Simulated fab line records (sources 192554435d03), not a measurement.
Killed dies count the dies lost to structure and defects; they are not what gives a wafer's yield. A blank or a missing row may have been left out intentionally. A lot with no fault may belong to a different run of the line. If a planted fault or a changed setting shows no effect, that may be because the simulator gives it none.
fab line records	flow n5Finfet
[record] lots = 8	wafers = 21	lastDay = 18
route steps=1938 shown BEOL_M12@1603 BEOL_M15@1830
lots that met no fault: from a run of the same line without faults
startH: the number of hours between the record's first day and the start of the first shown wafer of the lot	waitH: time in hours since the lot's previous step	" as in the row above	L1.1+2: one row covering several wafers at once	- either no value or no given start	* or withheld: withheld	< > ~ a bound
route shown NAME@n: NAME is a module with steps in the file, n the number in the route of the first one	usual: the fault-free wafers' mean and standard deviation	same: alike in all rows	chamber/n: place in a boat	sites: each site's reading	_std_site: the standard deviation of these	_edge_site: the outer-site mean with the inner-site mean subtracted	radiusMm: how far each site lies from the wafer's centre	mask NAME#n: copy n	behind: the most recent tool/chamber to have shaped the wafer	hold: cause of the lot's hold/its duration in hours/its outcome	device: whichever transistor did not switch (one of n, p or np)	end of line: tests run on the same wafers once the route is complete	where a step has no rows: the recipe by itself	killed: dies lost to structure and defects at the first sort, not the wafer's yield	map: a wafer's dies, x killed, . not, _ none there
set.NAME: the setting that was run; set.NAME@STEP: the one run at that earlier step	model.NAME: the simulator's own value behind a step, which no gauge read
steps of the route over a sample of lots; a table a step, a row a wafer
services: the hour from which a tool's chamber was out of use, counted from the record's first day as startH (under 0 if before that day), plus the number of hours and why
[[steps]]
[step N5_BEOL_M12_THK_MEAS_01]
[recipe] reads = SiOC_of_BEOL_M12_ILD_DEP_00
[usual] M12_ILD_THK = 660/7.7
lot.wafer	tool	chamber	startH	waitH	M12_ILD_THK[nm]
L839.1	filmMetro-01	-	230.05	0.1	666
L839.4	"	-	"	"	675
L839.5	"	-	"	"	673
L841.2	filmMetro-02	-	248.74	0.1	657
L841.4	"	-	"	"	664
L841.6	"	-	"	"	661
L844.1	filmMetro-01	-	275.78	0.1	657
L844.2	"	-	"	"	658
L844.5	"	-	"	"	673
L854.1	filmMetro-01	-	311.45	0.1	664
L854.5	"	-	"	"	667
L853.1	filmMetro-02	-	316.31	0.1	656
L853.5	"	-	"	"	660
L855.4	filmMetro-01	-	333.85	0.0	674
L855.5	"	-	"	"	672
L862.2	filmMetro-01	-	373.53	0.1	646
L862.3	"	-	"	"	654
L862.5	"	-	"	"	659
L861.1	filmMetro-01	-	373.91	0.1	654
L861.3	"	-	"	"	647
L861.5	"	-	"	"	658
[step N5_BEOL_M12_STRIP_64]
[recipe] chemistry = N2/H2	powerW = 1000	tempC = 250	h2Frac = 0.65	overashFraction = 0.3	pressureMtorr = withheld	n2FlowSccm = 1750	h2FlowSccm = 3250
[usual] drypumpMotorCurrentA = 5.56/0.18	heaterPowerW = 345/24	oesProductAu = 0.715/0.0048	stripTimeToEndpointS = 31.32/0.07
lot.wafer	tool	chamber	startH	waitH	drypumpMotorCurrentA	heaterPowerW	oesProductAu	rfHoursCounterH	stripTimeToEndpointS
L839.1	plasmaAsher-01	0	230.95	0.0	5.36	312	0.721	121	31.31
L839.4	"	0	"	"	5.34	319	0.717	-	31.26
L839.5	"	0	"	"	5.39	321	0.719	-	31.30
L841.2	plasmaAsher-02	0	249.50	0.0	5.37	341	0.716	73	31.33
L841.4	"	1	"	"	5.75	341	0.722	-	31.32
L841.6	"	1	"	"	5.76	346	0.720	-	31.32
L844.1	plasmaAsher-02	1	276.83	0.0	5.73	337	0.707	77	31.38
L844.2	"	0	"	"	5.38	340	0.703	77	31.34
L844.5	"	1	"	"	5.73	331	0.715	-	31.40
L854.1	plasmaAsher-02	0	312.31	0.0	5.37	336	0.714	86	31.21
L854.5	"	1	"	"	5.74	343	0.710	-	31.28
L853.1	plasmaAsher-02	0	317.26	0.0	5.40	344	0.718	87	31.31
L853.5	"	0	"	"	5.39	339	0.713	-	31.27
L855.4	plasmaAsher-02	1	334.73	0.0	5.74	332	0.717	-	31.45
L855.5	"	0	"	"	5.35	336	0.709	-	31.37
L862.2	plasmaAsher-02	0	374.39	0.0	5.36	342	0.715	99	31.30
L862.3	"	1	"	"	5.74	335	0.714	-	31.28
L862.5	"	0	"	"	5.36	334	0.713	-	31.35
L861.1	plasmaAsher-02	0	374.77	0.0	5.38	343	0.716	99	31.33
L861.3	"	1	"	"	5.72	337	0.709	-	31.35
L861.5	"	0	"	"	5.38	341	0.723	-	31.40
[step N5_BEOL_M12_EXPOSE_25]
[recipe] maskId = M12	na = 0.93	sourceShape = conventional	sigmaOuter = 0.4	polarization = unpolarized	doseMj = 21.8
[usual] focusOffsetNm = 0.0/0.54	stageVelMmS = 499.97/0.27
[same] na = 0.93
lot.wafer	tool	chamber	startH	waitH	mask	focusOffsetNm	stageVelMmS
L839.1	krfScanner-01	0	231.38	-	M12#0	0.0	500.04
L839.4	"	0	"	"	M12#0	0.1	500.07
L839.5	"	0	"	"	M12#0	-0.2	500.73
L841.2	krfScanner-02	0	249.81	-	M12#0	0.0	499.79
L841.4	"	0	"	"	M12#0	-0.9	499.87
L841.6	"	0	"	"	M12#0	0.2	499.68
L844.1	krfScanner-01	0	277.14	-	M12#0	-0.1	499.92
L844.2	"	0	"	"	M12#0	0.4	500.56
L844.5	"	0	"	"	M12#0	0.3	500.07
L854.1	krfScanner-01	0	312.61	-	M12#0	-0.4	500.46
L854.5	"	0	"	"	M12#0	0.2	500.43
L853.1	krfScanner-01	0	317.78	-	M12#0	0.5	500.02
L853.5	"	0	"	"	M12#0	0.2	499.86
L855.4	krfScanner-01	0	335.03	-	M12#0	0.3	499.86
L855.5	"	0	"	"	M12#0	-0.3	499.69
L862.2	krfScanner-02	0	374.82	-	M12#0	-0.3	500.20
L862.3	"	0	"	"	M12#0	0.0	500.12
L862.5	"	0	"	"	M12#0	-0.3	499.66
L861.1	krfScanner-02	0	375.07	-	M12#0	-0.3	500.01
L861.3	"	0	"	"	M12#0	-0.1	500.16
L861.5	"	0	"	"	M12#0	1.2	500.09
[step N5_BEOL_M12_CD_MEAS_28]
[recipe] targetCdNm = 160.2	landingEnergyEv = 500	detector = seInlens	polarity = opening
[usual] cdNm = 159.3/1
lot.wafer	tool	chamber	startH	waitH	cdNm
L839.1	cdSem-01	0	231.55	-	157.9
L839.4	"	0	"	"	159.2
L839.5	"	0	"	"	158.5
L841.2	cdSem-01	0	249.97	-	158.9
L841.4	"	0	"	"	159.4
L841.6	"	0	"	"	158.0
L844.1	cdSem-02	0	277.31	-	159.3
L844.2	"	0	"	"	157.0
L844.5	"	0	"	"	156.8
L854.1	cdSem-01	0	312.78	-	158.8
L854.5	"	0	"	"	172.5
L853.1	cdSem-02	0	317.95	-	160.0
L853.5	"	0	"	"	172.3
L855.4	cdSem-02	0	335.20	-	159.2
L855.5	"	0	"	"	170.8
L862.2	cdSem-02	0	374.99	-	159.0
L862.3	"	0	"	"	159.5
L862.5	"	0	"	"	159.8
L861.1	cdSem-01	0	375.25	-	159.3
L861.3	"	0	"	"	159.3
L861.5	"	0	"	"	158.7
[step N5_BEOL_M12_OCD_MEAS_35]
[usual] trenchDepthNm = 320/3
lot.wafer	tool	chamber	startH	waitH	trenchDepthNm
L839.1	ocd-01	-	232.27	0.0	315
L839.4	"	-	"	"	317
L839.5	"	-	"	"	324
L841.2	ocd-01	-	250.73	0.0	324
L841.4	"	-	"	"	322
L841.6	"	-	"	"	323
L844.1	ocd-01	-	277.91	0.0	315
L844.2	"	-	"	"	312
L844.5	"	-	"	"	317
L854.1	ocd-01	-	314.37	0.1	317
L854.5	"	-	"	"	317
L853.1	ocd-01	-	318.58	0.0	320
L853.5	"	-	"	"	317
L855.4	ocd-02	-	335.80	0.0	319
L855.5	"	-	"	"	317
L862.2	ocd-01	-	375.60	0.0	318
L862.3	"	-	"	"	320
L862.5	"	-	"	"	316
L861.1	ocd-02	-	375.85	0.0	318
L861.3	"	-	"	"	322
L861.5	"	-	"	"	322
[step N5_BEOL_M15_RC_MEAS_101]
[usual] COMB_M10 = 1.4e-11/3.2e-12	COMB_M11 = 1.31e-11/2.6e-12	COMB_M12 = 5.3e-12/1.3e-12	COMB_M13 = 3.5e-12/1.1e-12	COMB_M14 = 2.5e-12/9.2e-13	COMB_M15 = 1.4e-12/7.1e-13	COMB_M5 = 3.4e-11/7.9e-12	COMB_M6 = 2.4e-11/5.1e-12	COMB_M7 = 2.3e-11/4.9e-12	COMB_M7_max_site = 3.4e-11/7.4e-12	COMB_M8 = 2.4e-11/5.6e-12	COMB_M9 = 1.4e-11/3e-12	SERP_M10 = 3.02/0.057	SERP_M11 = 3.07/0.061	SERP_M12 = 0.638/0.011	SERP_M12_max_site = 0.652/0.013	SERP_M13 = 0.311/0.0054	SERP_M14 = 0.1589/0.0025	SERP_M14_max_site = 0.1608/0.0026	SERP_M5 = 39.4/1.5	SERP_M6 = 13.7/0.44	SERP_M7 = 13.8/0.39	SERP_M8 = 13.6/0.43	SERP_M9 = 3.07/0.057
lot.wafer	tool	chamber	startH	waitH	COMB_M10[S/m]	COMB_M11[S/m]	COMB_M12[S/m]	COMB_M13[S/m]	COMB_M14[S/m]	COMB_M15[S/m]	COMB_M5[S/m]	COMB_M6[S/m]	COMB_M7[S/m]	COMB_M7_max_site[S/m]	COMB_M8[S/m]	COMB_M9[S/m]	SERP_M10[ohm/um]	SERP_M11[ohm/um]	SERP_M12[ohm/um]	SERP_M12_max_site[ohm/um]	SERP_M13[ohm/um]	SERP_M14[ohm/um]	SERP_M14_max_site[ohm/um]	SERP_M5[ohm/um]	SERP_M6[ohm/um]	SERP_M7[ohm/um]	SERP_M8[ohm/um]	SERP_M9[ohm/um]
L839.1	prober-02	0	256.83	0.0	1.3e-11	9.2e-12	4.7e-12	4e-12	4.7e-12	2e-12	5.6e-11	2.9e-11	2.2e-11	3.1e-11	3.6e-11	1.7e-11	3.10	3.09	0.660	0.675	0.315	0.1606	0.1621	40.7	14.0	13.8	13.4	3.08
L839.4	"	0	"	"	1.4e-11	1.71e-11	4.6e-12	3.4e-12	3.2e-12	1.1e-12	3.9e-11	2.6e-11	2.7e-11	3.4e-11	2.6e-11	1.7e-11	3.08	3.14	0.638	0.656	0.305	0.1629	0.1636	40.2	14.0	13.5	14.2	3.15
L839.5	"	0	"	"	1.7e-11	8.6e-12	5.9e-12	4e-12	4.3e-12	2.3e-12	4.7e-11	2.6e-11	2.3e-11	3.2e-11	2.6e-11	1.2e-11	3.13	3.11	0.634	0.646	0.306	0.1587	0.1609	41.4	13.2	13.9	14.1	3.12
L841.2	prober-01	0	276.07	0.2	1.3e-11	1.07e-11	5.1e-12	2.5e-12	1.6e-12	8e-13	3.6e-11	2.8e-11	2.1e-11	2.8e-11	2.6e-11	1.2e-11	2.95	3.16	0.637	0.655	0.305	0.1561	0.1585	38.1	13.7	13.5	13.8	3.15
L841.4	"	0	"	"	1.2e-11	1.57e-11	4.9e-12	2.7e-12	2.1e-12	7e-13	2.4e-11	2.3e-11	2.6e-11	3.7e-11	2.6e-11	1.6e-11	3.08	3.07	0.629	0.642	0.306	0.1605	0.1624	40.6	13.4	13.7	13.8	3.09
L841.6	"	0	"	"	1e-11	1.77e-11	6.3e-12	2.7e-12	1.7e-12	7e-13	2.8e-11	2.5e-11	2.8e-11	5e-11	1.9e-11	8e-12	3.02	3.18	0.637	0.644	0.311	0.1585	0.1602	39.1	13.3	13.5	13.6	3.12
L844.1	prober-01	0	303.93	0.0	1.4e-11	1.53e-11	5.1e-12	4.1e-12	1.8e-12	3e-13	4.2e-11	2.9e-11	1.7e-11	3.7e-11	2.5e-11	1.5e-11	3.18	3.08	0.652	0.662	0.310	0.1574	0.1595	39.1	13.4	13.1	14.1	3.05
L844.2	"	0	"	"	1.6e-11	1.8e-11	4e-12	4.5e-12	3e-13	1.5e-12	4.6e-11	3e-11	1.8e-11	4e-11	2.6e-11	1.7e-11	3.14	3.03	0.681	0.691	0.316	0.1615	0.1638	40.0	13.4	13.4	13.6	3.01
L844.5	"	0	"	"	1.5e-11	1.03e-11	3.4e-12	3.6e-12	1.8e-12	8e-13	3.4e-11	2.1e-11	3e-11	3.7e-11	2e-11	1.1e-11	3.10	3.11	0.666	0.679	0.313	0.1588	0.1602	40.9	12.6	13.6	14.4	3.02
L854.1	prober-01	0	335.31	0.0	1e-11	9.2e-12	4e-12	3.7e-12	1.3e-12	1.7e-12	2.7e-11	2.4e-11	2.7e-11	3.4e-11	2.7e-11	2e-11	3.01	2.96	0.638	0.651	0.311	0.1561	0.1582	40.3	14.2	13.7	12.8	3.01
L854.5	"	0	"	"	1.1e-11	1.62e-11	4.8e-12	2.9e-12	1.7e-12	1.1e-12	2.9e-11	2.4e-11	2e-11	3.9e-11	2.1e-11	1.4e-11	3.06	3.17	0.560	0.568	0.310	0.1558	0.1567	40.0	14.0	13.5	13.0	2.98
L853.1	prober-01	0	339.36	0.0	1e-11	1.34e-11	3.4e-12	2.8e-12	2.1e-12	7e-13	2.6e-11	2.1e-11	2.6e-11	3.1e-11	1.4e-11	1.2e-11	3.02	2.94	0.630	0.639	0.316	0.1569	0.1586	35.1	13.1	13.7	13.3	3.06
L853.5	"	0	"	"	1.4e-11	1.1e-11	4.1e-12	2.7e-12	2.6e-12	1.1e-12	2.5e-11	2.1e-11	2.8e-11	3.6e-11	1.8e-11	1.5e-11	3.01	3.08	0.569	0.572	0.322	0.1582	0.1618	38.0	14.0	13.8	13.6	3.21
L855.4	prober-02	0	358.61	0.5	1.4e-11	1.45e-11	4e-12	4.3e-12	2.4e-12	1.3e-12	3.9e-11	2.1e-11	1.9e-11	2.2e-11	3e-11	1.3e-11	3.03	3.00	0.628	0.647	0.303	0.1586	0.1605	40.6	13.7	13.6	13.3	2.96
L855.5	"	0	"	"	1.2e-11	1.24e-11	6.8e-12	4.6e-12	3.4e-12	2e-12	4.6e-11	3e-11	2.3e-11	3.2e-11	2.6e-11	1.6e-11	2.93	3.03	0.565	0.570	0.305	0.1598	0.1614	37.2	13.9	13.8	13.5	3.11
L862.2	prober-01	0	411.42	0.2	1e-11	9.7e-12	6.5e-12	1.7e-12	2e-12	1.6e-12	1.8e-11	2.6e-11	1.6e-11	2.6e-11	2.3e-11	1e-11	3.02	3.00	0.649	0.675	0.311	0.1580	0.1599	41.4	13.5	13.6	13.3	2.98
L862.3	"	0	"	"	8e-12	9.9e-12	4.5e-12	3.3e-12	3e-12	1.1e-12	3.2e-11	2.4e-11	2e-11	2.9e-11	2.7e-11	7e-12	3.01	3.24	0.641	0.652	0.312	0.1608	0.1638	40.9	13.7	14.4	13.3	3.04
L862.5	"	0	"	"	1e-11	1.13e-11	6.4e-12	3.2e-12	2.8e-12	1.2e-12	4.2e-11	2.3e-11	1.7e-11	2.2e-11	2.4e-11	8e-12	3.04	3.02	0.656	0.664	0.305	0.1576	0.1601	39.7	13.6	14.4	13.7	3.09
L861.1	prober-02	0	411.79	0.0	1.5e-11	9.9e-12	5e-12	5.2e-12	2.7e-12	2e-12	3.7e-11	2.6e-11	2.3e-11	2.7e-11	1.9e-11	1.5e-11	3.01	3.12	0.640	0.658	0.311	0.1580	0.1603	38.1	13.8	13.6	13.5	3.18
L861.3	"	0	"	"	1.3e-11	1.23e-11	5.7e-12	3.2e-12	1.9e-12	2.3e-12	4.3e-11	1.9e-11	2.7e-11	3.4e-11	2.6e-11	1e-11	3.03	3.14	0.640	0.647	0.296	0.1592	0.1608	37.6	13.3	14.0	13.2	3.12
L861.5	"	0	"	"	1.4e-11	1.34e-11	6e-12	3.7e-12	2.3e-12	1.7e-12	3.5e-11	3.1e-11	1.8e-11	3.3e-11	2.3e-11	1.8e-11	2.99	3.19	0.634	0.658	0.311	0.1559	0.1583	38.8	13.1	13.6	13.5	3.00
// sites SERP_M12 radiusMm=0,75,75,75,75,140,140,140,140
L839.1 0.661 0.675 0.660 0.663 0.658 0.651 0.665 0.651 0.643
L841.2 0.614 0.630 0.628 0.639 0.630 0.654 0.637 0.655 0.638
L844.1 0.654 0.660 0.658 0.662 0.645 0.652 0.647 0.641 0.652
L854.1 0.637 0.644 0.645 0.645 0.635 0.623 0.620 0.651 0.638
L853.1 0.626 0.639 0.637 0.623 0.630 0.634 0.636 0.611 0.618
L855.4 0.621 0.632 0.647 0.624 0.628 0.617 0.635 0.621 0.641
L862.2 0.645 0.646 0.643 0.634 0.649 0.675 0.657 0.652 0.662
L861.1 0.632 0.639 0.640 0.658 0.634 0.649 0.637 0.647 0.642
[[services]]
tool	chamber	startH	hours	kind
krfScanner-01	-	215.49	4.4	pm
plasmaAsher-01	-	219.00	2.8	pm
krfScanner-01	-	220.00	7.2	pm
krfScanner-02	-	227.20	4.4	pm
krfScanner-01	-	227.92	1.3	repair
krfScanner-01	-	231.62	1.3	pm
krfScanner-01	-	257.76	1.0	pm
plasmaAsher-02	-	258.81	2.3	repair
plasmaAsher-01	-	285.69	9.2	pm
krfScanner-02	-	295.81	0.8	pm
krfScanner-02	-	297.18	3.6	pm
krfScanner-02	-	303.18	1.0	pm
krfScanner-02	-	309.57	1.3	pm
krfScanner-02	0	313.83	-	calibration
krfScanner-01	-	357.03	0.8	pm
krfScanner-01	0	362.66	-	calibration
[[key]]
[firstSign] step = N5_BEOL_M12_CD_MEAS_28	reading = cdNm	direction = up	sigmas = 12	usual = 159.3	struck = 171.9
[effect] step = N5_BEOL_M15_RC_MEAS_101	reading = SERP_M12	direction = down	sigmas = 6.4	usual = 0.638	struck = 0.565
metAt N5_BEOL_M12_EXPOSE_25
struckLots L853,L854,L855
struckWafers L853.5,L854.5,L855.5
notActingAt N5_BEOL_M12_THK_MEAS_01,N5_BEOL_M12_STRIP_64,N5_BEOL_M12_OCD_MEAS_35
onsetBetween 277.14 312.61
[fault] kind = processParameterDrift	tool = krfScanner-01	chamber = -	onsetH = 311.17	steps = N5_BEOL_M12_EXPOSE_25	channel = focusNm	offset = 215.16	shape = step	endH = 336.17	scope = struckWafersOnly
